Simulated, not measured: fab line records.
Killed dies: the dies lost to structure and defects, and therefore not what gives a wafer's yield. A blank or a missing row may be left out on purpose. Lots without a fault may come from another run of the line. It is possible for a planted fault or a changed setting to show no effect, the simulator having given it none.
Which tool did it? ; flow nand-harc ; 12 lots, 36 wafers sampled, at 4 steps of a route of 1302

== WHAT EACH GAUGE READ, for each wafer ==
The record holds no reading of a measuring or inspecting step that can be judged against a usual standard deviation.

== TOOL THAT RAN EACH LOT (tool first, then ch and the chambers of the sampled wafers, then the start) ==
lot;NHARC_P_BONDPAD_ANNEAL_28;NHARC_A_CHANNEL_HOLE_D1_ETCH_23;NHARC_A_CHANNEL_FILL_D1_ALD_16;NHARC_A_CHANNEL_FILL_D1_ETCHBACK_20
L778;rtp-anneal-01 ch 0, day 7 01:02;har-etch-02 ch 0,1, day 8 22:28;ald-hk-04 ch 1,2, day 9 15:08;rie-diel-09 ch 2,3, day 10 03:05
L779;rtp-anneal-02 ch 0, day 7 10:01;har-etch-02 ch 0,1, day 9 14:36;ald-hk-03 ch 1,2,3, day 10 08:34;rie-diel-09 ch 0,2,3, day 10 20:43
L780;rtp-anneal-01 ch 0, day 7 20:32;har-etch-02 ch 0,1, day 9 18:40;ald-hk-03 ch 1,2, day 10 11:47;rie-diel-02 ch 1,2,3, day 11 00:44
L781;rtp-anneal-02 ch 0, day 8 14:46;har-etch-01 ch 0,1, day 10 16:58;ald-hk-01 ch 0,1, day 11 09:17;rie-diel-13 ch 0,1,2, day 11 21:38
L783;rtp-anneal-01 ch 0, day 9 05:43;har-etch-01 ch 0,1, day 11 02:34;ald-hk-01 ch 1,3, day 11 20:26;rie-diel-13 ch 2,3, day 12 09:04
L787;rtp-anneal-01 ch 0, day 11 01:52;har-etch-02 ch 0,1, day 12 21:59;ald-hk-03 ch 0,3, day 13 15:10;rie-diel-13 ch 0,2,3, day 14 03:08
L791;rtp-anneal-02 ch 0, day 12 18:16;har-etch-02 ch 1, day 14 16:37;ald-hk-04 ch 1,2,3, day 15 12:08;rie-diel-13 ch 0,1,2, day 16 01:32
L793;rtp-anneal-02 ch 0, day 13 17:29;har-etch-02 ch 1, day 15 13:27;ald-hk-04 ch 0,1,2, day 16 05:58;rie-diel-13 ch 1,2,3, day 16 17:43
L794;rtp-anneal-02 ch 0, day 13 19:59;har-etch-01 ch 0,1, day 15 13:56;ald-hk-03 ch 0,1,3, day 16 05:57;rie-diel-02 ch 0,3, day 16 17:43
L798;rtp-anneal-01 ch 0, day 15 07:23;har-etch-01 ch 0,1, day 17 07:38;ald-hk-04 ch 0,2, day 18 02:13;rie-diel-09 ch 1,2,3, day 18 11:12
L797;rtp-anneal-02 ch 0, day 15 08:37;har-etch-02 ch 1, day 17 11:31;ald-hk-01 ch 0,3, day 18 02:11;rie-diel-02 ch 2,3, day 18 11:10
L800;rtp-anneal-02 ch 0, day 16 08:15;har-etch-02 ch 0,1, day 18 12:26;ald-hk-03 ch 0,1,2, day 19 05:59;rie-diel-13 ch 1,2,3, day 19 18:01
- NHARC_P_BONDPAD_ANNEAL_28: time 90 s.
- NHARC_A_CHANNEL_HOLE_D1_ETCH_23: etches the open film in C4F8/O2/Ar, time 819 s, target depth 1600 nm.
- NHARC_A_CHANNEL_FILL_D1_ALD_16: deposits SiO2, target thk 1.5 nm, pulse time 10 s, ald cycles 15.
- NHARC_A_CHANNEL_FILL_D1_ETCHBACK_20: etches the open film in C4F8/O2/Ar, target depth 27 nm, time 13.5 s.

== AS READ BY THE TOOLS THEMSELVES (means over the sampled wafers that have a number; for cases with no such wafer, the mark the record gives instead) ==
NHARC_P_BONDPAD_ANNEAL_28. Usual: wafer_temp_C_max reads 226.4 (standard deviation 0.5).
lot;tool;wafer_temp_C_max;flag
L778;rtp-anneal-01;226.8;
L779;rtp-anneal-02;225.9;
L780;rtp-anneal-01;226.8;
L781;rtp-anneal-02;226.0;
L783;rtp-anneal-01;226.4;
L787;rtp-anneal-01;227.0;
L791;rtp-anneal-02;226.0;
L793;rtp-anneal-02;226.1;
L794;rtp-anneal-02;225.7;
L798;rtp-anneal-01;226.9;
L797;rtp-anneal-02;225.8;
L800;rtp-anneal-02;226.0;

NHARC_A_CHANNEL_HOLE_D1_ETCH_23. Usual: c4f8-flow-sccm 89.30 sccm, standard deviation 0.27; drypump-motor-current-A 5.8 A, standard deviation 0.68; showerhead-plenum-p-Torr 3.70 Torr, standard deviation 0.14; throttle-valve-pct 32.154 %, standard deviation 0.0089.
lot;tool;c4f8-flow-sccm (sccm);drypump-motor-current-A (A);showerhead-plenum-p-Torr (Torr);throttle-valve-pct (%);flag
L778;har-etch-02;89.38;6.3;3.67;32.155;
L779;har-etch-02;89.58;6.3;3.66;32.162;
L780;har-etch-02;89.48;6.5;3.57;32.155;
L781;har-etch-01;89.30;5.1;3.77;32.142;
L783;har-etch-01;89.10;5.1;3.76;32.161;
L787;har-etch-02;89.25;6.5;3.55;32.152;
L791;har-etch-02;89.37;6.1;3.72;32.162;
L793;har-etch-02;89.61;6.1;3.72;32.161;
L794;har-etch-01;89.58;5.2;3.78;32.157;
L798;har-etch-01;89.59;5.2;3.76;32.163;
L797;har-etch-02;89.34;6.1;3.71;32.151;
L800;har-etch-02;89.38;6.5;3.85;32.158;

NHARC_A_CHANNEL_FILL_D1_ALD_16. Usual: heater-power-w 499 W, standard deviation 46; precursor-pulse-height-rel 1.001, standard deviation 0.02.
lot;tool;heater-power-w (W);precursor-pulse-height-rel;flag
L778;ald-hk-04;484;1.014;
L779;ald-hk-03;509;1.003;
L780;ald-hk-03;479;0.997;
L781;ald-hk-01;475;1.003;
L783;ald-hk-01;438;0.999;
L787;ald-hk-03;536;1.003;
L791;ald-hk-04;509;0.997;
L793;ald-hk-04;479;1.021;
L794;ald-hk-03;519;0.993;
L798;ald-hk-04;455;0.998;
L797;ald-hk-01;459;1.012;
L800;ald-hk-03;480;0.999;

NHARC_A_CHANNEL_FILL_D1_ETCHBACK_20. Usual: oes-product-au 0.96 a.u., standard deviation 0.034; rf-fwd-power-W 587.7 W, standard deviation 3; rf-vpp-V 975 V, standard deviation 5.2.
lot;tool;oes-product-au (a.u.);rf-fwd-power-W (W);rf-vpp-V (V);flag
L778;rie-diel-09;1.01;584.4;971;
L779;rie-diel-09;0.99;587.7;970;
L780;rie-diel-02;1.00;587.7;984;
L781;rie-diel-13;0.99;586.8;975;
L783;rie-diel-13;0.94;589.3;973;
L787;rie-diel-13;0.95;586.5;972;
L791;rie-diel-13;1.10;683.7;976;OFF
L793;rie-diel-13;1.06;683.8;975;OFF
L794;rie-diel-02;0.93;587.4;975;
L798;rie-diel-09;0.93;585.0;972;
L797;rie-diel-02;1.01;589.4;981;
L800;rie-diel-13;0.93;589.0;974;

== THE ANSWER, worked out from the rows above alone ==
Rule: take the mean of a lot's wafers that have a number; if it is more than 3 standard deviations from the usual mean, the lot is off. Also off: a lot with no number at a reading for which 4 or more lots have one. Where the step has rows for the other lots, those lots are counted as sound. After the gauges, taken in route order, come the tools' own readings; for these a lot's mean is taken, as printed above. At the first step where some lot is off, the reading lying furthest off is the one used; lots without a number count as furthest.
Off, at NHARC_A_CHANNEL_FILL_D1_ETCHBACK_20 on rf-fwd-power-W: L791, L793.
If a tool, at that step or one of the process steps before it, ran each lot that is off and ran no sound lot following the first of them, it fits. No candidate that was tried fits.

== WHAT THE SIMULATOR PUT IN ==
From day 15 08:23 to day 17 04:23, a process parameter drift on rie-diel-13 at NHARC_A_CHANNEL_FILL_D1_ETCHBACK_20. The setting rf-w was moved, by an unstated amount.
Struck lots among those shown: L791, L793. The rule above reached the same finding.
